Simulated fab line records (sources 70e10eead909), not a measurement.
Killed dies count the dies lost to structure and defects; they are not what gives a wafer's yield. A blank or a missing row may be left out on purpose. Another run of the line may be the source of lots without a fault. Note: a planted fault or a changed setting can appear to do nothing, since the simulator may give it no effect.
fab line records	flow nand_harc
record: lots: 5	wafers: 15	last_day: 25
route steps=1159 shown P_CONTACT@230
lots untouched by any fault: they come from a run of this same line in which no faults occurred
start_h: hours from the record's first day to the start of the lot's first wafer shown	wait_h: hours from the lot's prior step to this one	" same as the row above	L1.1+2: one row covering several wafers at once	- no value, or no start was given	* or withheld: withheld	< > ~ a bound
route shown NAME@n: a module of which the file shows steps, and the number in the route of the first	usual: mean/standard deviation taken from wafers without a fault	same: alike in all rows	chamber/n: place in a boat	sites: readings site by site	_std_site: standard deviation of those values	_edge_site: outer sites' mean less inner sites'	radius_mm: how far each site lies from the wafer's centre	mask NAME#n: copy n	behind: the most recent tool/chamber to have shaped the wafer	hold: the reason the lot was held/the length of the hold in hours/how it ended	device: whichever transistor did not switch (one of n, p or np)	end of line: at the end of the route, the tests of the same wafers	a step given without rows: its recipe and nothing more	killed: not the wafer's yield, but the dies lost to structure and defects at the first sort	map: a wafer's dies, x killed, . not, _ none there
set.NAME: the setting that was run; set.NAME@STEP: the one run at that earlier step	model.NAME: the simulator's own value behind a step, which no gauge read
lots at some steps of the route; a table a step, a row a wafer
services: a tool's chamber out of use, with start hour (start_h, from the record's first day; less than 0 if before it), hours out, and reason
== steps ==
step: NHARC_P_CONTACT_PEB_10
recipe: peb_temp_c: 100	peb_time_s: 65
same: peb_time_s: 65
lot.wafer	tool	chamber	start_h	wait_h
L080.1+4+6	litho_track-06	0	149.19	0.1
L083.2+4+5	litho_track-01	0	170.11	0.1
L089.2+4+5	litho_track-06	0	209.15	0.1
L094.3+5+6	litho_track-04	0	229.93	0.0
L096.1+3+4	litho_track-01	0	238.80	0.1
step: NHARC_P_CONTACT_DEVELOP_11
recipe: develop_time_s: 35	dev_temp_c: 23
lot.wafer	tool	chamber	start_h	wait_h
L080.1+4+6	litho_track-06	0	-	-
L083.2+4+5	litho_track-01	0	-	-
L089.2+4+5	litho_track-06	0	-	-
L094.3+5+6	litho_track-04	0	-	-
L096.1+3+4	litho_track-01	0	-	-
step: NHARC_P_CONTACT_CD_MEAS_12
recipe: target_cd_nm: 90	landing_energy_ev: 500
usual: cd_nm: 90.5/0.73
lot.wafer	tool	chamber	start_h	wait_h	cd_nm
L080.1	cd_sem-02	0	149.26	-	90.2
L080.4	"	0	"	"	89.5
L080.6	"	0	"	"	90.4
L083.2	cd_sem-01	0	170.19	-	90.0
L083.4	"	0	"	"	91.0
L083.5	"	0	"	"	89.8
L089.2	cd_sem-03	0	209.24	-	90.8
L089.4	"	0	"	"	89.4
L089.5	"	0	"	"	88.9
L094.3	cd_sem-03	0	230.01	-	92.0
L094.5	"	0	"	"	91.3
L094.6	"	0	"	"	91.7
L096.1	cd_sem-02	0	238.88	-	91.0
L096.3	"	0	"	"	92.1
L096.4	"	0	"	"	90.4
step: NHARC_P_CONTACT_OVL_MEAS_13
usual: overlay_x_nm: 0.0/0.8	overlay_y_nm: 0.2/1.2
lot.wafer	tool	chamber	start_h	wait_h	overlay_x_nm	overlay_y_nm
L080.1	overlay-01	-	149.35	-	1.1	1.0
L080.4	"	-	"	"	2.1	0.3
L080.6	"	-	"	"	1.8	0.6
L083.2	overlay-02	-	170.28	-	1.2	2.4
L083.4	"	-	"	"	0.6	2.1
L083.5	"	-	"	"	0.0	1.9
L089.2	overlay-01	-	209.32	-	-1.2	0.0
L089.4	"	-	"	"	-1.1	-0.5
L089.5	"	-	"	"	-1.6	-0.6
L094.3	overlay-02	-	230.11	-	-0.1	0.7
L094.5	"	-	"	"	0.3	1.0
L094.6	"	-	"	"	0.1	0.7
L096.1	overlay-01	-	238.98	-	-0.4	1.3
L096.3	"	-	"	"	0.0	1.4
L096.4	"	-	"	"	-0.4	1.1
step: NHARC_P_CONTACT_INSPECT_14
usual: raw_defect_count: 3.5/2
lot.wafer	tool	chamber	start_h	wait_h	raw_defect_count
L080.1	defect_inspect-01	-	149.39	0.0	4
L080.4	"	-	"	"	4
L080.6	"	-	"	"	1
L083.2	defect_inspect-02	-	170.31	0.0	6
L083.4	"	-	"	"	4
L083.5	"	-	"	"	3
L089.2	defect_inspect-02	-	209.37	0.1	3
L089.4	"	-	"	"	1
L089.5	"	-	"	"	0
L094.3	defect_inspect-01	-	230.14	0.0	4
L094.5	"	-	"	"	3
L094.6	"	-	"	"	6
L096.1	defect_inspect-02	-	239.01	0.0	7
L096.3	"	-	"	"	8
L096.4	"	-	"	"	2
step: NHARC_P_CONTACT_DESCUM_17
recipe: time_s: 3	o2_flow_sccm: 200	ar_flow_sccm: 0	bias_power_w: 0	chemistry: O2
usual: drypump_motor_current_A: 5.7/0.46	mfc_ar_sccm: 0.014/0.016	oes_product_au: 1.001/0.016	rf_vpp_V: 57.7/0.88	showerhead_plenum_p_Torr: 1.88/0.072	throttle_valve_pct: 11.311/0.0097
same: bias_power_w: 0
lot.wafer	tool	chamber	start_h	wait_h	drypump_motor_current_A	mfc_ar_sccm	oes_product_au	rf_hours_counter_h	rf_vpp_V	showerhead_plenum_p_Torr	throttle_valve_pct
L080.1	rie_diel-01	3	149.45	0.1	5.6	0	0.975	0	58.4	2.00	11.319
L080.4	"	1	"	"	5.7	0.004	0.999	0	58.3	1.99	11.313
L080.6	"	3	"	"	5.6	0	0.989	-	58.8	2.00	11.300
L083.2	rie_diel-03	1	170.37	0.1	5.7	0.041	1.023	11	58.3	1.79	11.315
L083.4	"	0	"	"	6.1	0.027	1.018	12	57.2	1.85	11.314
L083.5	"	2	"	"	5.8	0	0.988	-	57.6	1.83	11.315
L089.2	rie_diel-03	2	209.43	0.1	5.8	0	1.012	12	57.3	1.83	11.311
L089.4	"	1	"	"	5.7	0.041	1.022	13	56.4	1.79	11.313
L089.5	"	2	"	"	5.9	0	1.008	-	58.1	1.83	11.305
L094.3	rie_diel-03	1	230.22	0.1	5.7	0.041	1.013	1	57.7	1.79	11.308
L094.5	"	3	"	"	5.0	0	0.976	-	58.6	1.92	11.319
L094.6	"	0	"	"	6.1	0.027	0.994	-	57.5	1.85	11.305
L096.3	rie_diel-03	3	239.08	0.1	4.9	0	0.980	2	56.9	1.92	11.299
L096.4	"	0	"	"	6.1	0.027	1.005	2	57.5	1.85	11.305
L096.1	"	1	"	"	5.7	0.041	1.017	2	56.6	1.79	11.309
step: NHARC_P_CONTACT_ETCH_35
recipe: target_depth_a: 390	over_etch_frac: 0.3	time_s: 65	ion_energy_ev: 80	cf4_flow_sccm: 150	ar_flow_sccm: 0	rf_w: 300	bias_w: 100	chemistry: CF4
usual: drypump_motor_current_A: 5.7/0.46	mfc_ar_sccm: 0.015/0.016	oes_product_au: 1.002/0.016	rf_vpp_V: 150.8/1.1	showerhead_plenum_p_Torr: 1.74/0.063	throttle_valve_pct: 13.284/0.0097
lot.wafer	tool	chamber	start_h	wait_h	drypump_motor_current_A	mfc_ar_sccm	oes_product_au	rf_hours_counter_h	rf_vpp_V	showerhead_plenum_p_Torr	throttle_valve_pct
L080.4	rie_diel-01	0	149.54	0.1	5.2	0.035	1.000	0	154.1	1.85	13.289
L080.1	"	1	"	"	5.7	0.004	1.011	0	152.1	1.83	13.294
L080.6	"	0	"	"	5.2	0.035	1.005	-	152.2	1.85	13.273
L083.4	rie_diel-03	2	170.46	0.1	5.8	0	1.012	10	150.8	1.70	13.273
L083.2	"	3	"	"	4.9	0	0.980	11	151.4	1.78	13.284
L083.5	"	1	"	"	5.7	0.041	1.031	-	150.2	1.66	13.274
L089.2	rie_diel-03	1	209.52	0.1	5.7	0.041	1.026	13	149.1	1.66	13.290
L089.4	"	3	"	"	4.9	0	0.986	13	150.2	1.78	13.281
L089.5	"	2	"	"	5.9	0	1.007	-	149.8	1.70	13.283
L094.3	rie_diel-03	0	230.29	0.1	6.2	0.027	0.998	1	149.7	1.72	13.289
L094.6	"	3	"	"	4.9	0	0.987	-	152.0	1.78	13.285
L094.5	"	0	"	"	6.2	0.027	0.999	-	150.0	1.72	13.300
L096.4	rie_diel-03	2	239.16	0.1	5.8	0	1.016	2	150.6	1.70	13.275
L096.1	"	3	"	"	4.9	0	0.982	2	150.7	1.78	13.272
L096.3	"	0	"	"	6.1	0.027	1.005	2	151.9	1.72	13.273
step: NHARC_P_CONTACT_ETCH_36
recipe: target_depth_a: 2600	over_etch_frac: 0.25	time_s: 406.25	ion_energy_ev: 200	n2_flow_sccm: 150	h2_flow_sccm: 150	ar_flow_sccm: 0	rf_w: 400	bias_w: 150	chemistry: N2/H2
usual: drypump_motor_current_A: 5.7/0.46	mfc_ar_sccm: 0.015/0.016	oes_product_au: 1.001/0.016	rf_vpp_V: 429.4/2.3	showerhead_plenum_p_Torr: 2.00/0.08	throttle_valve_pct: 14.171/0.0089
lot.wafer	tool	chamber	start_h	wait_h	drypump_motor_current_A	mfc_ar_sccm	oes_product_au	rf_hours_counter_h	rf_vpp_V	showerhead_plenum_p_Torr	throttle_valve_pct
L080.4	rie_diel-01	0	-	-	5.2	0.035	0.993	0	433.7	2.15	14.171
L080.1	"	1	"	"	5.7	0.004	0.994	0	433.1	2.12	14.187
L080.6	"	3	"	"	5.6	0	0.979	-	432.6	2.14	14.175
L083.2	rie_diel-03	3	-	-	4.9	0	0.981	11	431.3	2.05	14.158
L083.4	"	0	"	"	6.1	0.027	1.010	12	428.3	1.97	14.175
L083.5	"	3	"	"	4.9	0	0.958	-	432.2	2.05	14.176
L089.2	rie_diel-03	1	-	-	5.7	0.041	1.027	13	427.0	1.91	14.163
L089.4	"	3	"	"	4.9	0	0.970	13	431.8	2.05	14.172
L089.5	"	0	"	"	6.2	0.027	1.001	-	428.5	1.97	14.186
L094.3	rie_diel-03	3	-	-	4.9	0	0.977	1	430.8	2.05	14.172
L094.6	"	3	"	"	4.9	0	0.993	-	432.5	2.05	14.188
L094.5	"	0	"	"	6.1	0.027	0.990	-	428.7	1.97	14.172
L096.1	rie_diel-03	1	-	-	5.7	0.041	1.020	2	426.8	1.91	14.163
L096.3	"	2	"	"	5.8	0	1.008	2	429.4	1.95	14.181
L096.4	"	3	"	"	4.9	0	0.982	2	432.3	2.05	14.158
step: NHARC_P_CONTACT_ETCH_18
recipe: target_depth_a: 4810	time_s: 240.5	c4f8_flow_sccm: 20	o2_flow_sccm: 10	ar_flow_sccm: withheld	rf_w: 600	bias_w: 1500	chemistry: C4F8/O2/Ar
usual: oes_product_au: 0.962/0.022	rf_vpp_V: 975/5
lot.wafer	tool	chamber	start_h	wait_h	oes_product_au	rf_hours_counter_h	rf_vpp_V
L080.4	rie_diel-01	0	-	-	0.966	0	986
L080.1	"	1	"	"	0.970	0	984
L080.6	"	3	"	"	0.939	-	985
L083.4	rie_diel-03	3	-	-	0.902	12	979
L083.2	"	0	"	"	0.935	12	975
L083.5	"	0	"	"	0.930	-	975
L089.2	rie_diel-03	1	-	-	1.004	13	968
L089.4	"	0	"	"	0.984	14	973
L089.5	"	1	"	"	1.009	-	969
L094.3	rie_diel-03	0	-	-	0.963	1	973
L094.6	"	3	"	"	0.938	-	979
L094.5	"	0	"	"	0.956	-	973
L096.1	rie_diel-03	3	-	-	0.940	2	979
L096.4	"	0	"	"	0.961	3	975
L096.3	"	1	"	"	0.988	2	969
step: NHARC_P_CONTACT_STRIP_37
recipe: c4f8_flow_sccm: withheld	o2_flow_sccm: 8	ar_flow_sccm: withheld	bias_w: 0	chemistry: C4F8/O2/Ar
lot.wafer	tool	chamber	start_h	wait_h
L080.4+1+6	rie_diel-01	0,2,3	-	-
L083.2+4+5	rie_diel-03	1,2,3	-	-
L089.4+2+5	rie_diel-03	0,1,0	-	-
L094.3+6+5	rie_diel-03	1,1,2	-	-
L096.3+4+1	rie_diel-03	3,1,2	-	-
step: NHARC_P_CONTACT_ETCH_31
recipe: target_depth_a: 300	time_s: 85.7	ion_energy_ev: 120	over_etch_frac: 1	ch3f_flow_sccm: 50	o2_flow_sccm: 30	ar_flow_sccm: 200	rf_w: 500	bias_w: 100	chemistry: CH3F/O2
usual: ch3f_flow_sccm: 50.02/0.15	drypump_motor_current_A: 5.7/0.45	mfc_ar_sccm: 200.0/0.54	oes_product_au: 0.980/0.02	rf_vpp_V: 243.8/1.6	showerhead_plenum_p_Torr: 2.42/0.093	throttle_valve_pct: 20.662/0.0084
lot.wafer	tool	chamber	start_h	wait_h	ch3f_flow_sccm	drypump_motor_current_A	mfc_ar_sccm	oes_product_au	rf_hours_counter_h	rf_vpp_V	showerhead_plenum_p_Torr	throttle_valve_pct
L080.1	rie_diel-01	1	-	-	49.85	5.8	199.9	0.982	0	245.5	2.55	20.654
L080.4	"	2	"	"	50.21	6.2	199.8	0.975	0	241.8	2.31	20.657
L080.6	"	2	"	"	50.18	6.3	200.2	0.974	-	241.9	2.31	20.676
L083.4	rie_diel-03	1	-	-	50.18	5.7	198.9	0.983	11	243.0	2.31	20.669
L083.2	"	0	"	"	50.01	6.2	199.9	0.976	12	242.4	2.38	20.664
L083.5	"	2	"	"	49.95	5.9	199.6	0.958	-	243.2	2.35	20.670
L089.2	rie_diel-03	1	-	-	49.94	5.7	200.2	1.009	13	243.1	2.31	20.669
L089.4	"	2	"	"	50.04	5.8	198.9	0.982	13	240.9	2.35	20.688
L089.5	"	3	"	"	49.94	4.9	200.7	0.951	-	243.0	2.47	20.655
L094.3	rie_diel-03	0	-	-	50.07	6.1	199.6	0.969	2	242.6	2.38	20.657
L094.6	"	0	"	"	50.09	6.1	200.4	0.978	-	243.9	2.38	20.666
L094.5	"	1	"	"	49.86	5.7	200.0	1.013	-	242.3	2.31	20.677
L096.1	rie_diel-03	1	-	-	49.78	5.7	199.8	0.999	2	242.8	2.31	20.653
L096.3	"	2	"	"	49.96	5.9	200.3	0.996	2	242.1	2.35	20.661
L096.4	"	0	"	"	50.03	6.1	199.9	0.977	3	242.7	2.38	20.668
step: NHARC_P_CONTACT_CD_MEAS_19
usual: cd_nm: 89.7/2.1
lot.wafer	tool	chamber	start_h	wait_h	cd_nm
L080.1	cd_sem-01	-	150.32	-	90.7
L080.4	"	-	"	"	86.5
L080.6	"	-	"	"	92.0
L083.2	cd_sem-01	-	171.25	-	88.8
L083.4	"	-	"	"	88.8
L083.5	"	-	"	"	89.2
L089.2	cd_sem-01	-	210.31	-	91.4
L089.4	"	-	"	"	92.2
L089.5	"	-	"	"	89.3
L094.3	cd_sem-03	-	231.08	-	87.3
L094.5	"	-	"	"	85.3
L094.6	"	-	"	"	86.4
L096.1	cd_sem-03	-	239.95	-	89.4
L096.3	"	-	"	"	92.0
L096.4	"	-	"	"	86.9
step: NHARC_P_CONTACT_STRIP_28
recipe: o2_flow_sccm: 500	ar_flow_sccm: 0	bias_w: 0	chemistry: O2
usual: drypump_motor_current_A: 5.7/0.47	mfc_ar_sccm: 0.014/0.015	oes_product_au: 1.001/0.016	rf_vpp_V: 57.6/0.79	showerhead_plenum_p_Torr: 3.48/0.13	throttle_valve_pct: 17.037/0.0094
lot.wafer	tool	chamber	start_h	wait_h	drypump_motor_current_A	mfc_ar_sccm	oes_product_au	rf_hours_counter_h	rf_vpp_V	showerhead_plenum_p_Torr	throttle_valve_pct
L080.1	rie_diel-03	3	150.40	0.1	5.0	0	0.970	10	57.4	3.55	17.047
L080.4	"	0	"	"	6.1	0.027	1.014	10	56.8	3.43	17.046
L080.6	"	0	"	"	6.2	0.027	1.018	-	57.2	3.43	17.050
L083.2	rie_diel-08	2	171.32	0.1	5.2	0.004	1.027	4	56.8	3.35	17.028
L083.4	"	0	"	"	6.4	0.033	1.004	3	57.9	3.69	17.046
L083.5	"	2	"	"	5.2	0.004	1.019	-	57.4	3.35	17.033
L089.4	rie_diel-03	2	210.40	0.1	5.9	0	1.001	13	56.8	3.38	17.037
L089.2	"	0	"	"	6.1	0.027	0.993	14	58.6	3.42	17.035
L089.5	"	2	"	"	5.9	0	1.000	-	56.7	3.38	17.029
L094.3	rie_diel-08	1	231.15	0.1	6.2	0.013	1.005	10	58.9	3.50	17.042
L094.5	"	1	"	"	6.2	0.013	1.010	-	57.2	3.50	17.027
L094.6	"	0	"	"	6.4	0.033	0.993	-	58.8	3.69	17.025
L096.3	rie_diel-01	3	240.02	0.1	5.7	0	0.974	39	57.0	3.66	17.050
L096.1	"	1	"	"	5.7	0.004	0.998	36	57.9	3.63	17.030
L096.4	"	2	"	"	6.3	0	0.997	37	58.0	3.31	17.021
step: NHARC_P_CONTACT_STRIP_29
recipe: time_s: 1200	temp_c: 72.5	chemistry: post_etch_residue_remover
usual: bath_heat_duty_pct: 14.0/1.4
lot.wafer	tool	chamber	start_h	wait_h	bath_heat_duty_pct
L080.4	wet_bench-09	2	150.58	-	14.8
L080.6	"	4	"	"	14.5
L080.1	"	6	"	"	12.3
L083.5	wet_bench-09	5	171.52	-	13.6
L083.4	"	0	"	"	13.8
L083.2	"	1	"	"	13.6
L089.2	wet_bench-06	7	210.59	-	16.0
L089.5	"	0	"	"	14.3
L089.4	"	2	"	"	15.6
L094.3	wet_bench-09	1	231.36	0.2	14.6
L094.5	"	3	"	"	14.0
L094.6	"	6	"	"	11.7
L096.4	wet_bench-03	7	240.22	-	14.0
L096.1	"	0	"	"	14.7
L096.3	"	3	"	"	16.6
step: NHARC_P_CONTACT_DEGAS_38
recipe: temp_c: 300	time_s: 60
usual: heater_power_w: 462/37
lot.wafer	tool	chamber	start_h	wait_h	heater_power_w
L080.4	pvd_sputter-01	-	151.05	-	399
L080.1	"	-	"	"	472
L080.6	"	-	"	"	417
L083.4	pvd_sputter-03	-	171.98	-	446
L083.2	"	-	"	"	536
L083.5	"	-	"	"	538
L089.2	pvd_sputter-02	-	211.03	-	458
L089.4	"	-	"	"	475
L089.5	"	-	"	"	474
L094.3	pvd_sputter-01	-	231.84	-	444
L094.6	"	-	"	"	427
L094.5	"	-	"	"	446
L096.4	pvd_sputter-01	-	240.67	-	452
L096.1	"	-	"	"	421
L096.3	"	-	"	"	454
step: NHARC_P_CONTACT_PRE_CLEAN_39
recipe: time_s: 19.5	bias_v: 250	gas: Ar
lot.wafer	tool	chamber	start_h	wait_h
L080.4+1+6	pvd_sputter-01	-	-	-
L083.4+2+5	pvd_sputter-03	-	-	-
L089.2+4+5	pvd_sputter-02	-	-	-
L094.3+6+5	pvd_sputter-01	-	-	-
L096.1+3+4	pvd_sputter-01	-	-	-
== services ==
tool	chamber	start_h	hours	kind
wet_bench-06	-	129.61	8.0	pm
rie_diel-08	-	132.27	9.0	pm
rie_diel-01	-	137.80	9.0	pm
litho_track-04	-	141.00	7.0	pm
rie_diel-03	0	145.47	-	clean
rie_diel-03	1	145.47	-	clean
rie_diel-03	2	145.47	-	clean
rie_diel-03	3	145.47	-	clean
wet_bench-03	-	146.40	8.0	pm
rie_diel-08	3	147.94	5.7	repair
pvd_sputter-01	-	158.00	10.0	pm
rie_diel-08	0	159.76	6.1	repair
rie_diel-03	0	169.97	-	clean
rie_diel-03	1	169.97	-	clean
rie_diel-03	2	169.97	-	clean
rie_diel-03	3	169.97	-	clean
wet_bench-06	-	173.47	1.8	repair
rie_diel-03	2	190.01	1.2	repair
wet_bench-06	-	200.87	2.2	repair
pvd_sputter-01	-	210.12	1.1	repair
pvd_sputter-02	-	214.00	10.0	pm
rie_diel-03	-	215.30	9.0	pm
rie_diel-01	-	217.76	0.4	repair
rie_diel-08	2	227.30	23.1	repair
== key ==
fault none
